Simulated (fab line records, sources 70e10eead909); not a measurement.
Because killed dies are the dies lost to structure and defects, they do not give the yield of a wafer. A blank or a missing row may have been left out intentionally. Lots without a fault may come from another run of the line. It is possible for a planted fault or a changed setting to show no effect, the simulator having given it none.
A sampling plan put to the test || flow nandHarc || each of the 35 faults these records tell of, on one fab line, judged from the records of the lots it struck
The plan is the line's own looks: the steps of the route at which a gauge or an inspection reads the wafer and doesn't change it. Where struck wafers have a number at a look and the file lists that look's usual mean and standard deviation on fault-free wafers, the look can be judged. Caught: 4 or more of those standard deviations (sigma) separate the usual mean from the mean of the struck wafers at a look after the fault's first step. On the tool: the identical test, applied to the tool's own readings at the steps of the fault. Another recipe on the struck wafers, or a record that is blank for them alone, also counts as caught.

== THE FAULTS, as the simulator had put them in ==
1. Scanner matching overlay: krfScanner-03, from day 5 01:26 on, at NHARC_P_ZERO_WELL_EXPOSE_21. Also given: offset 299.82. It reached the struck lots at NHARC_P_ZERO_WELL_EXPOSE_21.
2. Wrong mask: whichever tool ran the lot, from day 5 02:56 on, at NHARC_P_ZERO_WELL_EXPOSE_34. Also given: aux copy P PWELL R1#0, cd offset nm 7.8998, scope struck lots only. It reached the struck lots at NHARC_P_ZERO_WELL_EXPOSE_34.
3. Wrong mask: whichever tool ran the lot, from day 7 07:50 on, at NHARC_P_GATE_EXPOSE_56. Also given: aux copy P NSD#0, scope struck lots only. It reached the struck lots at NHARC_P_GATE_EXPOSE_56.
4. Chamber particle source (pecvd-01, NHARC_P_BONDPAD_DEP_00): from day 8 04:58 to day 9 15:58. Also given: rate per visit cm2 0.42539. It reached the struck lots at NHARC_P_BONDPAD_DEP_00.
5. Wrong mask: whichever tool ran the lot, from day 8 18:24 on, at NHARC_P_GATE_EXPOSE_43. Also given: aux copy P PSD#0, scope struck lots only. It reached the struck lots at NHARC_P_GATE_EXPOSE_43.
6. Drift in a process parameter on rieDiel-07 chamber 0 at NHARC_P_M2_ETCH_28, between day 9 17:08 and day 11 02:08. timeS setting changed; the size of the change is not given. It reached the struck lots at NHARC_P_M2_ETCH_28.
7. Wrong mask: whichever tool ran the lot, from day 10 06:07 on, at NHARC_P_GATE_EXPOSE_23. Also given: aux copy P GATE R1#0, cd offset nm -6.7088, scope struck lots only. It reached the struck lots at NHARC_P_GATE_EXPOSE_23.
8. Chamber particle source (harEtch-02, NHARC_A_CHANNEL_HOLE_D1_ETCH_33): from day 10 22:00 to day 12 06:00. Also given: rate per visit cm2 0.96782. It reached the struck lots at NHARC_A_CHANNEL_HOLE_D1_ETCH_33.
9. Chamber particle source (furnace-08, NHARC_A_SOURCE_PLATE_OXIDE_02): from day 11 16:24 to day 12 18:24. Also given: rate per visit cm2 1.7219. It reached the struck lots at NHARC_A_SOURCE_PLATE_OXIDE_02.
10. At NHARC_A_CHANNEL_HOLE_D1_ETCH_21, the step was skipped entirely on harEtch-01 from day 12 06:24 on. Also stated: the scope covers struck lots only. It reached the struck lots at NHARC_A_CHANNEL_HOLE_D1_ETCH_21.
11. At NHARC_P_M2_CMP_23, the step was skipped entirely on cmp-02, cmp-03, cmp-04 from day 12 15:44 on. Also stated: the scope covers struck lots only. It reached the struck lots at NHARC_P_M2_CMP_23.
12. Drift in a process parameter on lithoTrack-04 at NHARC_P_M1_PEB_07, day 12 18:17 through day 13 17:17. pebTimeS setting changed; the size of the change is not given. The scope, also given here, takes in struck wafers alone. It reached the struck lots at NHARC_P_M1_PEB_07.
13. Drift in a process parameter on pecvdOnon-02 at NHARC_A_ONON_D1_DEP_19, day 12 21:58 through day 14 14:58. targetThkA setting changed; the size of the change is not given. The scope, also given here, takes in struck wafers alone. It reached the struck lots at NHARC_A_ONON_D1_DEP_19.
14. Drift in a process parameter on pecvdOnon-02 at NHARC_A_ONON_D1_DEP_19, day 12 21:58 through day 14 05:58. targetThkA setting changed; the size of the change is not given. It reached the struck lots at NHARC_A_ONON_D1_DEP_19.
15. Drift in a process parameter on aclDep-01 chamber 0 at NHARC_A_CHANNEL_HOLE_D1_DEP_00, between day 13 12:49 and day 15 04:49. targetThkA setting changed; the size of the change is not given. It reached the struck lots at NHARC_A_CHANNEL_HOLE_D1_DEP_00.
16. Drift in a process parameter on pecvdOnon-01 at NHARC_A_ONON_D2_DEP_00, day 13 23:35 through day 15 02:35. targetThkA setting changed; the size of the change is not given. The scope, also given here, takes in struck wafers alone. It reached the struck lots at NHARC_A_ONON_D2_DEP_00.
17. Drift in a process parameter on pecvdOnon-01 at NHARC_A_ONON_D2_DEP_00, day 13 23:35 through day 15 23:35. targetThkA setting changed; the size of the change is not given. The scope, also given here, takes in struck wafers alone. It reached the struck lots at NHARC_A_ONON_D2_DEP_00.
18. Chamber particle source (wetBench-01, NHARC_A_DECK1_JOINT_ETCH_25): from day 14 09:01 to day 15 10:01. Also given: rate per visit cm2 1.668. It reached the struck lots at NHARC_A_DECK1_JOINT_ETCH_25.
19. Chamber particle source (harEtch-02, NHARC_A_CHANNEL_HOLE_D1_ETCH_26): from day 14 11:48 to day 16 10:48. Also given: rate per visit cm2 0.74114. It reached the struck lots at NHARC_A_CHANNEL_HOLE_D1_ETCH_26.
20. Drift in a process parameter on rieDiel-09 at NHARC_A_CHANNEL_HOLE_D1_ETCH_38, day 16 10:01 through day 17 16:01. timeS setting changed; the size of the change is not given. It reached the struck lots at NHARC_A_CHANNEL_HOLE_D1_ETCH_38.
21. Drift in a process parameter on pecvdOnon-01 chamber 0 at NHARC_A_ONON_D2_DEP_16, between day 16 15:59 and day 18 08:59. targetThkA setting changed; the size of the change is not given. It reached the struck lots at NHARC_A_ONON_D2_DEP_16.
22. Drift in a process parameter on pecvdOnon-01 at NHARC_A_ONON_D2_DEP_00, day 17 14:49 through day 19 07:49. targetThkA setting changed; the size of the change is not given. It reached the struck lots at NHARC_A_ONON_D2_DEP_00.
23. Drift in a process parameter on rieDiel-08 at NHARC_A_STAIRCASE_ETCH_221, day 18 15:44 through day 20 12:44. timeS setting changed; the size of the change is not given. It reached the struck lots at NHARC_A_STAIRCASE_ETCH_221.
24. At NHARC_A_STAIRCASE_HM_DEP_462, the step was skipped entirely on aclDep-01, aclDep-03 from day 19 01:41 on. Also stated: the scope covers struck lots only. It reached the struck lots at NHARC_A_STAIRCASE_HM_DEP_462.
25. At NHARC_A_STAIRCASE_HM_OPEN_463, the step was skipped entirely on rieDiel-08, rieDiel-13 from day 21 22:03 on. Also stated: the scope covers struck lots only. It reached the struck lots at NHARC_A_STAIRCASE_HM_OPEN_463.
26. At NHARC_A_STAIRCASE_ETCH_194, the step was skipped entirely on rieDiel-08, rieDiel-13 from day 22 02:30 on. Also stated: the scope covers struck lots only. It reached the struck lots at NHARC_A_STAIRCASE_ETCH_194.
27. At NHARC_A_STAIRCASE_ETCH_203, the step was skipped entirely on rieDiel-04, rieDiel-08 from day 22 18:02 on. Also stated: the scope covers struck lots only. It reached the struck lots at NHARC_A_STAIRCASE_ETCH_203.
28. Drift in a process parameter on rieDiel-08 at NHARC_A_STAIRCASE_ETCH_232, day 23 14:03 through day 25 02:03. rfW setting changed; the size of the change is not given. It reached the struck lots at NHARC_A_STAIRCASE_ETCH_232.
29. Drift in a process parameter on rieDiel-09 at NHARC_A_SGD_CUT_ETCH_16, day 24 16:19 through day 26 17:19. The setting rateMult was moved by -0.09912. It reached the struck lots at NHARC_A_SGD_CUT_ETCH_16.
30. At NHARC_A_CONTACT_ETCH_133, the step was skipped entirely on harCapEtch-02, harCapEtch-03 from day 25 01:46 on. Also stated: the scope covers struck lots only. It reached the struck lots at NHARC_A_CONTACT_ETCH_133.
31. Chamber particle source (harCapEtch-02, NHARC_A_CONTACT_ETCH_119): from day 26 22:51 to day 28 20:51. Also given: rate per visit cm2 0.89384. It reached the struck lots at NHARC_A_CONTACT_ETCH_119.
32. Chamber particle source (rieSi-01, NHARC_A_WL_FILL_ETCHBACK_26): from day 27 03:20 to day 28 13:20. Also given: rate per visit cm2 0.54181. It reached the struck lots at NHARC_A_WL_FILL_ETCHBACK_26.
33. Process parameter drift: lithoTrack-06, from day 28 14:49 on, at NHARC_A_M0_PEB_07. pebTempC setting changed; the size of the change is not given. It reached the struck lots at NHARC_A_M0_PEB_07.
34. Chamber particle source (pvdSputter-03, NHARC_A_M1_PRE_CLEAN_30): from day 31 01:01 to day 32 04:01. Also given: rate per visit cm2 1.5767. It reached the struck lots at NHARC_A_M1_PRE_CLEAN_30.
35. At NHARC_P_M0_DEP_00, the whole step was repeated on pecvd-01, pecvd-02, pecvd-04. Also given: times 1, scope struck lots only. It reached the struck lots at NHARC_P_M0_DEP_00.

== WHAT THE PLAN SAW ==
{"fault": 1, "on the tool itself": "under 2 sigma", "first look that catches it": "NHARC_END_SORT_01", "reading, sigma": "killedAtPeriphery +99 or beyond", "median hours from its first step to that look": 557.0, "hours from the fault's start to the first struck lot there": 587, "judged looks passed uncaught": 2}
{"fault": 2, "on the tool itself": "no reading that can be judged", "first look that catches it": "none of the 3 looks that can be judged after it", "reading, sigma": "strongest: cdNm at NHARC_P_ZERO_WELL_CD_MEAS_37, +3.5", "median hours from its first step to that look": "-", "hours from the fault's start to the first struck lot there": "-", "judged looks passed uncaught": 3}
{"fault": 3, "on the tool itself": "no reading that can be judged", "first look that catches it": "NHARC_END_SORT_01", "reading, sigma": "killedAtPeriphery +99 or beyond", "median hours from its first step to that look": 450.1, "hours from the fault's start to the first struck lot there": 455, "judged looks passed uncaught": 0}
{"fault": 4, "on the tool itself": "under 2 sigma", "first look that catches it": "NHARC_END_SORT_01", "reading, sigma": "killedAtPeriphery +21", "median hours from its first step to that look": 429.1, "hours from the fault's start to the first struck lot there": 434, "judged looks passed uncaught": 0}
{"fault": 5, "on the tool itself": "no reading that can be judged", "first look that catches it": "NHARC_END_SORT_01", "reading, sigma": "killedAtPeriphery +99 or beyond", "median hours from its first step to that look": 442.5, "hours from the fault's start to the first struck lot there": 444, "judged looks passed uncaught": 0}
{"fault": 6, "on the tool itself": "runLengthS -67 sigma", "first look that catches it": "NHARC_END_SORT_01", "reading, sigma": "killedAtPeriphery +99 or beyond", "median hours from its first step to that look": 426.3, "hours from the fault's start to the first struck lot there": 424, "judged looks passed uncaught": 0}
{"fault": 7, "on the tool itself": "no reading that can be judged", "first look that catches it": "NHARC_P_GATE_CD_MEAS_26", "reading, sigma": "cdNm -11", "median hours from its first step to that look": 0.1, "hours from the fault's start to the first struck lot there": 8, "judged looks passed uncaught": 0}
{"fault": 8, "on the tool itself": "under 2 sigma", "first look that catches it": "NHARC_A_CHANNEL_HOLE_D1_INSPECT_40", "reading, sigma": "rawDefectCount +23", "median hours from its first step to that look": 1.8, "hours from the fault's start to the first struck lot there": 9, "judged looks passed uncaught": 0}
{"fault": 9, "on the tool itself": "under 2 sigma", "first look that catches it": "NHARC_A_SOURCE_PLATE_INSPECT_08", "reading, sigma": "rawDefectCount +54", "median hours from its first step to that look": 17.2, "hours from the fault's start to the first struck lot there": 13, "judged looks passed uncaught": 0}
{"fault": 10, "on the tool itself": "the tool's record is blank for the struck wafers", "first look that catches it": "NHARC_A_CHANNEL_HOLE_D1_CD_MEAS_30", "reading, sigma": "cdNm -81", "median hours from its first step to that look": 5.1, "hours from the fault's start to the first struck lot there": 15, "judged looks passed uncaught": 0}
{"fault": 11, "on the tool itself": "the tool's record is blank for the struck wafers", "first look that catches it": "NHARC_P_M2_THK_MEAS_24", "reading, sigma": "thkNm +99 or beyond", "median hours from its first step to that look": 0.3, "hours from the fault's start to the first struck lot there": 1, "judged looks passed uncaught": 0}
{"fault": 12, "on the tool itself": "no reading that can be judged", "first look that catches it": "NHARC_P_M1_CD_MEAS_09", "reading, sigma": "cdNm +9.8", "median hours from its first step to that look": 0.1, "hours from the fault's start to the first struck lot there": 14, "judged looks passed uncaught": 0}
{"fault": 13, "on the tool itself": "under 2 sigma", "first look that catches it": "NHARC_A_ONON_D1_THK_MEAS_21", "reading, sigma": "thkNm -60", "median hours from its first step to that look": 0.5, "hours from the fault's start to the first struck lot there": 4, "judged looks passed uncaught": 0}
{"fault": 14, "on the tool itself": "no reading that can be judged", "first look that catches it": "NHARC_A_ONON_D1_THK_MEAS_21", "reading, sigma": "thkNm +71", "median hours from its first step to that look": 0.5, "hours from the fault's start to the first struck lot there": 4, "judged looks passed uncaught": 0}
{"fault": 15, "on the tool itself": "under 2 sigma", "first look that catches it": "NHARC_END_SORT_01", "reading, sigma": "killedAtArray +9.6", "median hours from its first step to that look": 387.9, "hours from the fault's start to the first struck lot there": 401, "judged looks passed uncaught": 1}
{"fault": 16, "on the tool itself": "no reading that can be judged", "first look that catches it": "NHARC_A_ONON_D2_THK_MEAS_02", "reading, sigma": "thkNm -41", "median hours from its first step to that look": 0.5, "hours from the fault's start to the first struck lot there": 2, "judged looks passed uncaught": 0}
{"fault": 17, "on the tool itself": "no reading that can be judged", "first look that catches it": "NHARC_A_ONON_D2_THK_MEAS_02", "reading, sigma": "thkNm -47", "median hours from its first step to that look": 0.4, "hours from the fault's start to the first struck lot there": 2, "judged looks passed uncaught": 0}
{"fault": 18, "on the tool itself": "no reading that can be judged", "first look that catches it": "NHARC_END_SORT_01", "reading, sigma": "killedAtArray +4.2", "median hours from its first step to that look": 324.9, "hours from the fault's start to the first struck lot there": 310, "judged looks passed uncaught": 1}
{"fault": 19, "on the tool itself": "under 2 sigma", "first look that catches it": "NHARC_A_CHANNEL_HOLE_D1_INSPECT_40", "reading, sigma": "rawDefectCount +17", "median hours from its first step to that look": 1.9, "hours from the fault's start to the first struck lot there": 8, "judged looks passed uncaught": 0}
{"fault": 20, "on the tool itself": "runLengthS -41 sigma", "first look that catches it": "NHARC_END_SORT_01", "reading, sigma": "killedAtArray +7.7", "median hours from its first step to that look": 384.0, "hours from the fault's start to the first struck lot there": 384, "judged looks passed uncaught": 0}
{"fault": 21, "on the tool itself": "no reading that can be judged", "first look that catches it": "NHARC_A_ONON_D2_THK_MEAS_18", "reading, sigma": "thkNm -32", "median hours from its first step to that look": 0.5, "hours from the fault's start to the first struck lot there": 7, "judged looks passed uncaught": 0}
{"fault": 22, "on the tool itself": "no reading that can be judged", "first look that catches it": "NHARC_A_ONON_D2_THK_MEAS_02", "reading, sigma": "thkNm -18", "median hours from its first step to that look": 0.5, "hours from the fault's start to the first struck lot there": 12, "judged looks passed uncaught": 0}
{"fault": 23, "on the tool itself": "runLengthS -35 sigma", "first look that catches it": "NHARC_END_SORT_01", "reading, sigma": "killedAtArray +30", "median hours from its first step to that look": 190.8, "hours from the fault's start to the first struck lot there": 206, "judged looks passed uncaught": 0}
{"fault": 24, "on the tool itself": "the tool's record is blank for the struck wafers", "first look that catches it": "NHARC_END_SORT_01", "reading, sigma": "killedAtArray +31", "median hours from its first step to that look": 177.7, "hours from the fault's start to the first struck lot there": 190, "judged looks passed uncaught": 0}
{"fault": 25, "on the tool itself": "the tool's record is blank for the struck wafers", "first look that catches it": "NHARC_END_SORT_01", "reading, sigma": "killedAtArray +30", "median hours from its first step to that look": 174.9, "hours from the fault's start to the first struck lot there": 172, "judged looks passed uncaught": 0}
{"fault": 26, "on the tool itself": "the tool's record is blank for the struck wafers", "first look that catches it": "NHARC_END_SORT_01", "reading, sigma": "killedAtArray +30", "median hours from its first step to that look": 204.8, "hours from the fault's start to the first struck lot there": 209, "judged looks passed uncaught": 0}
{"fault": 27, "on the tool itself": "the tool's record is blank for the struck wafers", "first look that catches it": "NHARC_END_SORT_01", "reading, sigma": "killedAtArray +30", "median hours from its first step to that look": 207.2, "hours from the fault's start to the first struck lot there": 202, "judged looks passed uncaught": 0}
{"fault": 28, "on the tool itself": "rfFwdPowerW +92 sigma", "first look that catches it": "NHARC_END_SORT_01", "reading, sigma": "killedAtArray +30", "median hours from its first step to that look": 199.5, "hours from the fault's start to the first struck lot there": 212, "judged looks passed uncaught": 0}
{"fault": 29, "on the tool itself": "oesProductAu -5.0 sigma", "first look that catches it": "NHARC_END_SORT_01", "reading, sigma": "killedAtArray +28", "median hours from its first step to that look": 121.8, "hours from the fault's start to the first struck lot there": 133, "judged looks passed uncaught": 0}
{"fault": 30, "on the tool itself": "the tool's record is blank for the struck wafers", "first look that catches it": "NHARC_END_SORT_01", "reading, sigma": "killedAtArray +30", "median hours from its first step to that look": 56.6, "hours from the fault's start to the first struck lot there": 53, "judged looks passed uncaught": 0}
{"fault": 31, "on the tool itself": "no reading that can be judged", "first look that catches it": "not the one look that can be judged after it", "reading, sigma": "strongest: killedAtArray at NHARC_END_SORT_01, +2.6", "median hours from its first step to that look": "-", "hours from the fault's start to the first struck lot there": "-", "judged looks passed uncaught": 1}
{"fault": 32, "on the tool itself": "under 2 sigma", "first look that catches it": "not the one look that can be judged after it", "reading, sigma": "strongest: killedAtArray at NHARC_END_SORT_01, +2.8", "median hours from its first step to that look": "-", "hours from the fault's start to the first struck lot there": "-", "judged looks passed uncaught": 1}
{"fault": 33, "on the tool itself": "plateTempC +99 or beyond sigma", "first look that catches it": "NHARC_A_M0_CD_MEAS_09", "reading, sigma": "cdNm +72", "median hours from its first step to that look": 0.1, "hours from the fault's start to the first struck lot there": 2, "judged looks passed uncaught": 0}
{"fault": 34, "on the tool itself": "under 2 sigma", "first look that catches it": "NHARC_END_SORT_01", "reading, sigma": "killedAtArray +4.2", "median hours from its first step to that look": 40.9, "hours from the fault's start to the first struck lot there": 43, "judged looks passed uncaught": 0}
{"fault": 35, "on the tool itself": "under 2 sigma", "first look that catches it": "NHARC_END_SORT_01", "reading, sigma": "killedAtPeriphery +99 or beyond", "median hours from its first step to that look": 443.4, "hours from the fault's start to the first struck lot there": "-", "judged looks passed uncaught": 1}
A dash: the fault is not caught, or the number is missing from these records.

Caught at a look: 32 of 35. Caught on the tool: 13 of 35. By one or the other: 32 of 35.
Caught at a look alone: faults 1, 3, 4, 5, 7, 8, 9, 12, 13, 14, 15, 16, 17, 18, 19, 21, 22, 34, 35.
Caught by neither: faults 2, 31, 32.

== THINNER SAMPLING ==
In the worst case, this is how late the first struck lot would be measured if the look that catches a fault measured only every second or every third lot, by lot number:
{"fault": 1, "struck lots at that look, in order of time": "L896, L899", "every lot": "587 h", "every second lot": "604 h", "every third lot": "may miss all 2"}
{"fault": 3, "struck lots at that look, in order of time": "L770", "every lot": "455 h", "every second lot": "may miss it", "every third lot": "may miss it"}
{"fault": 4, "struck lots at that look, in order of time": "L965, L966", "every lot": "434 h", "every second lot": "451 h", "every third lot": "may miss all 2"}
{"fault": 5, "struck lots at that look, in order of time": "L292", "every lot": "444 h", "every second lot": "may miss it", "every third lot": "may miss it"}
{"fault": 6, "struck lots at that look, in order of time": "L947, L950", "every lot": "424 h", "every second lot": "465 h", "every third lot": "may miss all 2"}
{"fault": 7, "struck lots at that look, in order of time": "L637", "every lot": "8 h", "every second lot": "may miss it", "every third lot": "may miss it"}
{"fault": 8, "struck lots at that look, in order of time": "L317, L319", "every lot": "9 h", "every second lot": "may miss all 2", "every third lot": "may miss all 2"}
{"fault": 9, "struck lots at that look, in order of time": "L614, L615, L616", "every lot": "13 h", "every second lot": "13 h", "every third lot": "21 h"}
{"fault": 10, "struck lots at that look, in order of time": "L327, L328", "every lot": "15 h", "every second lot": "27 h", "every third lot": "may miss all 2"}
{"fault": 11, "struck lots at that look, in order of time": "L403, L404, L405", "every lot": "1 h", "every second lot": "19 h", "every third lot": "23 h"}
{"fault": 12, "struck lots at that look, in order of time": "L911", "every lot": "14 h", "every second lot": "may miss it", "every third lot": "may miss it"}
{"fault": 13, "struck lots at that look, in order of time": "L846, L849", "every lot": "4 h", "every second lot": "32 h", "every third lot": "may miss all 2"}
{"fault": 14, "struck lots at that look, in order of time": "L367, L370", "every lot": "4 h", "every second lot": "32 h", "every third lot": "may miss all 2"}
{"fault": 15, "struck lots at that look, in order of time": "L274, L275", "every lot": "401 h", "every second lot": "402 h", "every third lot": "may miss all 2"}
{"fault": 16, "struck lots at that look, in order of time": "L283, L285", "every lot": "2 h", "every second lot": "may miss all 2", "every third lot": "may miss all 2"}
{"fault": 17, "struck lots at that look, in order of time": "L360, L362, L364", "every lot": "2 h", "every second lot": "may miss all 3", "every third lot": "42 h"}
{"fault": 18, "struck lots at that look, in order of time": "L869, L871", "every lot": "310 h", "every second lot": "may miss all 2", "every third lot": "may miss all 2"}
{"fault": 19, "struck lots at that look, in order of time": "L552, L554", "every lot": "8 h", "every second lot": "may miss all 2", "every third lot": "may miss all 2"}
{"fault": 20, "struck lots at that look, in order of time": "L923, L922", "every lot": "384 h", "every second lot": "394 h", "every third lot": "may miss all 2"}
{"fault": 21, "struck lots at that look, in order of time": "L488, L491", "every lot": "7 h", "every second lot": "22 h", "every third lot": "may miss all 2"}
{"fault": 22, "struck lots at that look, in order of time": "L507, L509", "every lot": "12 h", "every second lot": "may miss all 2", "every third lot": "may miss all 2"}
{"fault": 23, "struck lots at that look, in order of time": "L770, L771", "every lot": "206 h", "every second lot": "207 h", "every third lot": "may miss all 2"}
{"fault": 24, "struck lots at that look, in order of time": "L324, L325, L326", "every lot": "190 h", "every second lot": "197 h", "every third lot": "197 h"}
{"fault": 25, "struck lots at that look, in order of time": "L888, L887, L890", "every lot": "172 h", "every second lot": "183 h", "every third lot": "may miss all 3"}
{"fault": 26, "struck lots at that look, in order of time": "L171, L172, L173", "every lot": "209 h", "every second lot": "217 h", "every third lot": "218 h"}
{"fault": 27, "struck lots at that look, in order of time": "L728, L731, L730", "every lot": "202 h", "every second lot": "242 h", "every third lot": "may miss all 3"}
{"fault": 28, "struck lots at that look, in order of time": "L858, L856", "every lot": "212 h", "every second lot": "may miss all 2", "every third lot": "may miss all 2"}
{"fault": 29, "struck lots at that look, in order of time": "L890", "every lot": "133 h", "every second lot": "may miss it", "every third lot": "may miss it"}
{"fault": 30, "struck lots at that look, in order of time": "L233, L236", "every lot": "53 h", "every second lot": "97 h", "every third lot": "may miss all 2"}
{"fault": 33, "struck lots at that look, in order of time": "L760", "every lot": "2 h", "every second lot": "may miss it", "every third lot": "may miss it"}
{"fault": 34, "struck lots at that look, in order of time": "L870, L872", "every lot": "43 h", "every second lot": "may miss all 2", "every third lot": "may miss all 2"}
Hours: fault start to first struck lot measured. Since the struck wafers were tested as one group against 4 sigma, a single lot by itself may lie under the limit. Other struck lots may not be in these records.

== THE LONGEST TIMED WAY FROM STEP TO LOOK ==
For fault 1, NHARC_P_ZERO_WELL_EXPOSE_21 and NHARC_END_SORT_01 are separated by a median of 557.0 hours. The looks between them that can be judged stayed within 4 sigma: NHARC_THIN_TSV_THK_MEAS_02, NHARC_END_WLT_00.
